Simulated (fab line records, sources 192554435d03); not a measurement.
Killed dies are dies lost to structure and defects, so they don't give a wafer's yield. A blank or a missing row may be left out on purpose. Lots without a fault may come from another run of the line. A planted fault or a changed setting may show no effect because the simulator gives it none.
Chamber matching | flow n5_finfet | N5_SD_EPI_P_ETCH_47 on rie_diel-01: 4 sister chambers
The step etches SiOCN in CH3F/O2, target depth 25 nm. 4 wafers are shown with their chamber, then 7 later ones without.

WAFERS WITH THEIR CHAMBER
wafer  | chamber | showerhead_plenum_p_Torr (Torr)
L081.3 | 3       | 2.03
L085.2 | 0       | 2.06
L087.3 | 1       | 1.96
L087.4 | 2       | 1.95

WAFERS WITHOUT THEIR CHAMBER
wafer  | showerhead_plenum_p_Torr (Torr)
L087.5 | 2.02
L095.1 | 1.95
L095.3 | 2.02
L095.6 | 2.02
L097.1 | 1.95
L097.4 | 2.02
L097.6 | 1.95

WHICH CHAMBER EACH WENT THROUGH
wafer  | from the rows above     | in truth
L087.5 | 3                       | 3
L095.1 | can't be placed: 2 or 1 | 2
L095.3 | 3                       | 3
L095.6 | 3                       | 3
L097.1 | can't be placed: 2 or 1 | 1
L097.4 | 3                       | 3
L097.6 | can't be placed: 2 or 1 | 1
Placed correctly: 4 of 7. Can't be placed from these rows: 3 (the true chamber is among the candidates in 3). Placed wrongly: 0.
How it was worked out, from the rows above alone: a wafer's distance from a chamber is the root of the sum, over the readings, of the square of ((its reading less the chamber's mean) divided by the reading's scatter). The wafer belongs to the nearest chamber; if the next one is less than 2 further off, it can't be placed. A chamber's mean is the mean of its shown wafers. The scatter: with one shown wafer a chamber, the root of the mean of the squares of how far each hidden wafer lies from its nearest shown one.
